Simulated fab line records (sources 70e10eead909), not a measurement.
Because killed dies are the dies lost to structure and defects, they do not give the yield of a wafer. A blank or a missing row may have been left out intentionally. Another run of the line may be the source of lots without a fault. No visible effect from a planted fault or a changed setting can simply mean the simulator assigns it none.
fab line records ; flow nandHarc ; part 2 of 2: steps 27 to 34 of 34
[record] lots = 5; wafers = 15; lastDay = 33
route steps=1302 shown P_GATE@122
lots that met no fault: from a run of the same line without faults
startH: start of the lot's first displayed wafer, in hours after the record's first day ; waitH: hours from the lot's prior step to this one ; " repeats the value in the row above ; L1.1+2: a single row standing in for several wafers ; - value missing, or start not given ; * or withheld: withheld ; < > ~ a bound
route shown NAME@n: names a module that has steps shown in the file, with the first one's number in the route ; usual: the fault-free wafers' mean and standard deviation ; same: alike in all rows ; chamber/n: place in a boat ; sites: the reading at each site ; _std_site: standard deviation of those values ; _edge_site: the outer-site mean with the inner-site mean subtracted ; radiusMm: how far each site lies from the wafer's centre ; mask NAME#n: copy n ; behind: the tool/chamber that last shaped the wafer ; hold: reason for holding the lot/hours on hold/outcome of the hold ; device: transistor that didn't switch, given as n, p or np ; end of line: tests run on the same wafers once the route is complete ; for a step that has no rows: nothing shown but its recipe ; killed: dies lost to structure and defects at the first sort, not the wafer's yield ; map: per-die view of a wafer (x killed, . not killed, _ where there is no die)
set.NAME: the setting that was run; set.NAME@STEP: the one run at that earlier step ; model.NAME: the simulator's own value behind a step, which no gauge read
a table for each step, a row for each wafer; lots at some steps of the route
services: when a tool's chamber went out of use (startH, in hours from the record's first day, below 0 if earlier), for how many hours, and the reason
[[steps]]
[step NHARC_P_GATE_ETCH_114]
[recipe] targetDepthA = 300; overetchA = 30; timeS = 16.5; ionEnergyEv = 100; cf4FlowSccm = 80; o2FlowSccm = 20; arFlowSccm = 0; rfW = 300; biasW = 100; chemistry = CF4/O2
[usual] biasW = 100.0/0.31; chamberPressureMTorr = 30.004/0.028; drypumpMotorCurrentA = 5.5/0.35; oes_o_777_au = 1.000/0.0043; oesProductAu = 0.997/0.0074; rfVppV = 198.0/1.5; showerheadPlenumPTorr = 1.34/0.055; throttleValvePct = 13.396/0.0088
lot.wafer;tool;chamber;startH;waitH;biasW;chamberPressureMTorr;drypumpMotorCurrentA;oes_o_777_au;oesProductAu;rfHoursCounterH;rfVppV;showerheadPlenumPTorr;throttleValvePct
L085.4;rieDiel-11;3;-;-;100.5;29.978;5.4;0.996;1.000;4.6;197.1;1.29;13.395
L085.3;rieDiel-11;2;-;-;100.0;30.020;5.9;0.996;1.000;6.2;195.1;1.28;13.387
L085.6;rieDiel-11;3;-;-;100.0;30.048;5.4;1.003;0.999;-;197.0;1.29;13.399
L086.3;rieDiel-11;0;-;-;99.9;29.975;5.9;1.004;1.003;6.2;199.0;1.34;13.385
L086.1;rieDiel-11;2;-;-;100.3;30.014;5.9;1.001;0.998;6.7;196.5;1.28;13.400
L086.5;rieDiel-11;0;-;-;100.2;29.984;5.9;1.005;1.002;-;200.3;1.34;13.396
L090.1;rieDiel-01;2;-;-;100.1;30.019;5.6;1.003;0.994;3.0;197.5;1.32;13.396
L090.6;rieDiel-01;3;-;-;100.0;29.971;5.7;0.998;1.000;-;198.7;1.41;13.409
L090.5;rieDiel-01;0;-;-;100.0;29.990;4.9;1.001;1.003;-;200.0;1.42;13.388
L092.2;rieDiel-03;1;-;-;99.9;30.028;6.0;1.000;1.003;8.9;196.5;1.28;13.401
L092.4;rieDiel-03;2;-;-;99.9;30.051;5.3;1.003;0.999;9.8;196.1;1.25;13.406
L092.5;rieDiel-03;3;-;-;99.7;29.999;5.1;1.000;1.010;-;198.1;1.35;13.393
L094.3;rieDiel-03;1;-;-;99.8;29.977;6.0;0.996;1.003;0.2;195.9;1.28;13.391
L094.6;rieDiel-03;2;-;-;99.6;29.968;5.3;0.990;0.985;-;196.5;1.25;13.401
L094.5;rieDiel-03;3;-;-;100.2;30.034;5.1;0.998;1.006;-;198.8;1.35;13.395
[step NHARC_P_GATE_ETCH_32]
[recipe] targetDepthA = 1500; overEtchFrac = 1; overEtchIonEnergyEv = 40; timeS = 100.1; hbrFlowSccm = 150; cl2FlowSccm = 50; rfW = 400; icpW = 400; biasW = 100; chemistry = HBr/Cl2
[usual] biasW = 100.00/0.28; chamberPressureMTorr = 15.002/0.013; drypumpMotorCurrentA = 5.7/0.46; heBacksideLeakSccm = 2.8/0.37; oesProductAu = 0.999/0.0069; throttleValvePct = 26.406/0.0096
lot.wafer;tool;chamber;startH;waitH;biasW;chamberPressureMTorr;drypumpMotorCurrentA;heBacksideLeakSccm;oesProductAu;rfHoursCounterH;throttleValvePct
L085.4;rieSi-05;2;208.98;-;100.09;14.986;6.1;2.7;1.001;0.30;26.413
L085.3;rieSi-05;0;208.98;-;100.15;14.978;5.0;2.9;1.002;0.42;26.397
L085.6;rieSi-05;2;208.98;-;99.92;14.986;6.0;2.7;0.992;-;26.411
L086.1;rieSi-05;3;221.86;-;99.74;15.013;5.4;2.9;0.992;0.48;26.389
L086.3;rieSi-05;0;221.86;-;100.22;14.999;5.0;3.0;0.994;0.52;26.401
L086.5;rieSi-05;3;221.86;-;100.25;14.995;5.4;2.8;0.991;-;26.399
L090.1;rieSi-06;0;263.00;-;100.10;14.990;5.0;2.2;1.009;0.01;26.396
L090.5;rieSi-06;2;263.00;-;99.75;15.008;6.1;3.0;1.016;-;26.410
L090.6;rieSi-06;3;263.00;-;99.40;14.998;5.9;3.0;1.004;-;26.411
L092.2;rieSi-05;2;274.76;-;100.13;15.026;6.0;2.8;1.005;0.80;26.435
L092.4;rieSi-05;0;274.76;-;100.05;15.000;5.0;3.0;0.996;0.83;26.418
L092.5;rieSi-05;1;274.76;-;100.22;15.008;5.0;2.8;0.987;-;26.405
L094.3;rieSi-06;0;296.52;-;100.42;15.002;5.0;2.4;0.999;0.21;26.417
L094.6;rieSi-06;0;296.52;-;99.87;15.006;4.9;2.3;1.004;-;26.406
L094.5;rieSi-06;1;296.52;-;99.63;14.997;6.1;2.8;0.987;-;26.401
[step NHARC_P_GATE_STRIP_108]
[recipe] o2FlowSccm = 500; arFlowSccm = 0; biasW = 0; chemistry = O2
[usual] chamberPressureMTorr = 60.00/0.057; drypumpMotorCurrentA = 5.6/0.34; oesProductAu = 0.998/0.008; rfVppV = 57.8/0.9; showerheadPlenumPTorr = 3.53/0.13; throttleValvePct = 17.036/0.009
[same] biasW = 0
lot.wafer;tool;chamber;startH;waitH;chamberPressureMTorr;drypumpMotorCurrentA;oesProductAu;rfHoursCounterH;rfVppV;showerheadPlenumPTorr;throttleValvePct
L085.3;rieDiel-11;3;209.13;-;59.98;5.4;0.993;4.6;57.3;3.41;17.030
L085.4;rieDiel-11;2;209.13;-;59.93;5.9;1.006;6.2;56.9;3.39;17.034
L085.6;rieDiel-11;0;209.13;-;60.08;5.9;1.014;-;57.7;3.55;17.047
L086.1;rieDiel-03;0;222.02;-;59.98;5.3;0.989;5.2;58.2;3.45;17.038
L086.3;rieDiel-03;2;222.02;-;59.96;5.3;0.989;7.0;58.1;3.32;17.049
L086.5;rieDiel-03;0;222.02;-;59.99;5.3;0.999;-;56.4;3.45;17.038
L090.1;rieDiel-01;1;263.14;-;60.03;5.4;0.999;3.2;58.3;3.71;17.043
L090.5;rieDiel-01;0;263.14;-;59.96;4.9;1.008;-;57.7;3.74;17.023
L090.6;rieDiel-01;1;263.14;-;59.96;5.4;0.991;-;57.8;3.71;17.031
L092.2;rieDiel-01;3;274.95;-;59.96;5.7;1.004;3.6;57.8;3.72;17.058
L092.4;rieDiel-01;1;274.95;-;60.02;5.4;1.001;-;58.6;3.71;17.039
L092.5;rieDiel-01;2;274.95;-;60.02;5.7;0.996;-;58.2;3.48;17.045
L094.3;rieDiel-11;0;296.72;-;60.06;5.9;1.008;1.6;57.7;3.55;17.041
L094.5;rieDiel-11;1;296.72;-;59.92;6.0;1.001;-;58.4;3.51;17.048
L094.6;rieDiel-11;2;296.72;-;59.95;5.9;0.996;-;58.1;3.39;17.037
[step NHARC_P_GATE_CD_MEAS_33]
[usual] cdNm = 120.2/1.7
lot.wafer;tool;chamber;startH;waitH;cdNm
L085.3;cdSem-02;-;209.31;-;116.8
L085.4;cdSem-02;-;209.31;-;117.3
L085.6;cdSem-02;-;209.31;-;118.4
L086.1;cdSem-01;-;222.19;-;118.7
L086.3;cdSem-01;-;222.19;-;120.9
L086.5;cdSem-01;-;222.19;-;119.5
L090.1;cdSem-02;-;263.30;-;120.8
L090.5;cdSem-02;-;263.30;-;122.8
L090.6;cdSem-02;-;263.30;-;119.3
L092.2;cdSem-02;-;275.11;0.1;122.1
L092.4;cdSem-02;-;275.11;0.1;120.2
L092.5;cdSem-02;-;275.11;0.1;118.8
L094.3;cdSem-03;-;296.86;-;118.1
L094.5;cdSem-03;-;296.86;-;117.4
L094.6;cdSem-03;-;296.86;-;118.0
[step NHARC_P_GATE_STRIP_35]
[recipe] timeS = 600; tempC = 130; chemistry = SPM
[usual] bathHeatDutyPct = 14.9/1.5
lot.wafer;tool;chamber;startH;waitH;bathHeatDutyPct
L085.6;wetBench-09;7;209.39;0.1;11.9
L085.3;wetBench-09;1;209.39;0.1;14.4
L085.4;wetBench-09;2;209.39;0.1;15.1
L086.1;wetBench-01;4;222.28;0.1;15.7
L086.3;wetBench-01;5;222.28;0.1;14.2
L086.5;wetBench-01;1;222.28;0.1;13.3
L090.1;wetBench-07;6;263.39;0.1;15.2
L090.5;wetBench-07;7;263.39;0.1;13.8
L090.6;wetBench-07;0;263.39;0.1;16.6
L092.2;wetBench-09;7;275.20;0.1;12.2
L092.5;wetBench-09;1;275.20;0.1;14.4
L092.4;wetBench-09;2;275.20;0.1;14.4
L094.3;wetBench-07;1;296.96;0.1;15.7
L094.5;wetBench-07;2;296.96;0.1;14.6
L094.6;wetBench-07;4;296.96;0.1;18.4
[step NHARC_P_GATE_PRECLEAN_73]
[recipe] timeS = *; tempC = 50; bathAgeMin = 0; chemistry = SC1
[usual] bathHeatDutyPct = 7.2/0.85
lot.wafer;tool;chamber;startH;waitH;bathHeatDutyPct
L085.6;wetBench-09;7;-;-;6.7
L085.3;wetBench-09;1;-;-;6.3
L085.4;wetBench-09;2;-;-;7.5
L086.1;wetBench-01;4;-;-;6.9
L086.3;wetBench-01;5;-;-;7.5
L086.5;wetBench-01;1;-;-;8.3
L090.1;wetBench-07;6;-;-;6.7
L090.5;wetBench-07;7;-;-;7.6
L090.6;wetBench-07;0;-;-;8.1
L092.2;wetBench-09;7;-;-;6.1
L092.5;wetBench-09;1;-;-;5.9
L092.4;wetBench-09;2;-;-;6.7
L094.3;wetBench-07;1;-;-;7.5
L094.5;wetBench-07;2;-;-;7.2
L094.6;wetBench-07;4;-;-;7.6
[step NHARC_P_GATE_SRD_74]
lot.wafer;tool;chamber;startH;waitH
L085.6+3+4;wetBench-09;7,1,2;-;-
L086.1+3+5;wetBench-01;4,5,1;-;-
L090.1+5+6;wetBench-07;6,7,0;-;-
L092.2+5+4;wetBench-09;7,1,2;-;-
L094.3+5+6;wetBench-07;1,2,4;-;-
[step NHARC_P_GATE_ALD_36]
[recipe] targetThkA = 200; pulseTimeS = 60; aldCycles = 223; tempC = 400; material = SiNx
[usual] heaterPowerOuterW = 503/60; heaterPowerW = 798/79; precursorPulseHeightRel = 0.996/0.021
lot.wafer;tool;chamber;startH;waitH;heaterPowerOuterW;heaterPowerW;precursorPulseHeightRel;sinceWetCleanH
L085.3;aldSin-02;1;210.82;-;654;915;0.975;80
L085.4;aldSin-02;3;212.95;-;490;764;0.975;82
L085.6;aldSin-02;1;215.08;-;646;938;0.998;-
L086.3;aldSin-04;1;222.65;-;447;662;0.998;139
L086.1;aldSin-04;3;224.75;-;476;784;0.961;141
L086.5;aldSin-04;2;227.91;-;467;724;0.988;-
L090.1;aldSin-01;1;265.89;-;518;815;1.005;46
L090.5;aldSin-01;3;268.01;-;554;918;1.020;-
L090.6;aldSin-01;0;269.07;-;480;766;1.020;-
L092.2;aldSin-04;1;276.99;-;421;660;1.009;15
L092.5;aldSin-04;3;279.84;-;448;762;0.984;-
L092.4;aldSin-04;2;282.69;-;454;709;0.958;-
L094.3;aldSin-02;0;299.48;-;466;813;1.004;169
L094.6;aldSin-02;2;301.62;-;482;745;0.986;-
L094.5;aldSin-02;3;302.69;-;481;753;1.027;-
[[services]]
tool;chamber;startH;hours;kind
rieSi-06;0;174.39;6.8;repair
wetBench-09;-;176.82;8.0;pm
lithoTrack-06;-;179.00;7.0;pm
rieDiel-11;1;179.52;4.2;repair
arfiScanner-02;-;181.51;1.0;repair
rieDiel-11;3;189.08;8.6;repair
rieDiel-01;-;196.79;0.6;repair
rieDiel-11;3;202.24;6.2;repair
lithoTrack-04;-;203.00;7.0;pm
rieDiel-01;-;203.83;9.0;pm
arfiScanner-01;-;234.50;0.8;repair
rieSi-06;1;236.49;3.0;repair
rieSi-06;0;241.95;3.2;repair
arfiScanner-02;-;248.54;2.7;repair
rieSi-06;-;249.00;9.0;pm
lithoTrack-07;-;251.00;7.0;pm
arfiScanner-01;-;252.00;4.0;pm
rieDiel-11;-;255.53;9.0;pm
rieDiel-01;3;260.05;2.4;repair
pecvd-04;-;271.41;13.0;pm
rieDiel-01;0;271.69;7.7;repair
wetBench-01;-;277.60;8.0;pm
rieDiel-03;-;281.30;9.0;pm
lpcvdPoly-01;-;283.30;5.4;repair
